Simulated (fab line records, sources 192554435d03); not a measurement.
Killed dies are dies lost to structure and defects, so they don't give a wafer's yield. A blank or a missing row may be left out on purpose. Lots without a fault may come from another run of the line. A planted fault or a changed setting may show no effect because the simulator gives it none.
Chamber matching | flow n5_finfet | N5_BEOL_M0_STRIP_140 on rie_diel-02: 4 sister chambers
The step strips in CF4. 8 wafers are shown with their chamber, then 10 later ones without.

WAFERS WITH THEIR CHAMBER
wafer  | chamber | showerhead_plenum_p_Torr (Torr) | throttle_valve_pct (%)
L080.3 | 0       | 1.71                            | 13.82
L080.6 | 2       | 1.93                            | 13.51
L087.2 | 0       | 1.70                            | 13.87
L087.6 | 2       | 1.92                            | 13.57
L089.1 | 1       | 1.92                            | 13.30
L089.6 | 3       | 1.78                            | 13.29
L090.1 | 3       | 1.78                            | 13.32
L090.5 | 1       | 1.91                            | 13.32

WAFERS WITHOUT THEIR CHAMBER
wafer  | showerhead_plenum_p_Torr (Torr) | throttle_valve_pct (%)
L090.6 | 1.70                            | 13.85
L094.2 | 1.70                            | 13.91
L094.4 | 1.91                            | 13.35
L094.6 | 1.92                            | 13.61
L096.1 | 1.91                            | 13.36
L096.5 | 1.91                            | 13.37
L096.6 | 1.70                            | 13.90
L097.4 | 1.70                            | 13.91
L097.5 | 1.91                            | 13.37
L097.6 | 1.70                            | 13.91

WHICH CHAMBER EACH WENT THROUGH
wafer  | from the rows above | in truth
L090.6 | 0                   | 0
L094.2 | 0                   | 0
L094.4 | 1                   | 1
L094.6 | 2                   | 2
L096.1 | 1                   | 1
L096.5 | 1                   | 1
L096.6 | 0                   | 0
L097.4 | 0                   | 0
L097.5 | 1                   | 1
L097.6 | 0                   | 0
Placed correctly: 10 of 10. Can't be placed from these rows: 0. Placed wrongly: 0.
How it was worked out, from the rows above alone: a wafer's distance from a chamber is the root of the sum, over the readings, of the square of ((its reading less the chamber's mean) divided by the reading's scatter). The wafer belongs to the nearest chamber; if the next one is less than 2 further off, it can't be placed. A chamber's mean is the mean of its shown wafers. The scatter: the root of (the sum of the squares of (reading less its chamber's mean) over the shown wafers, divided by (wafers less chambers)).
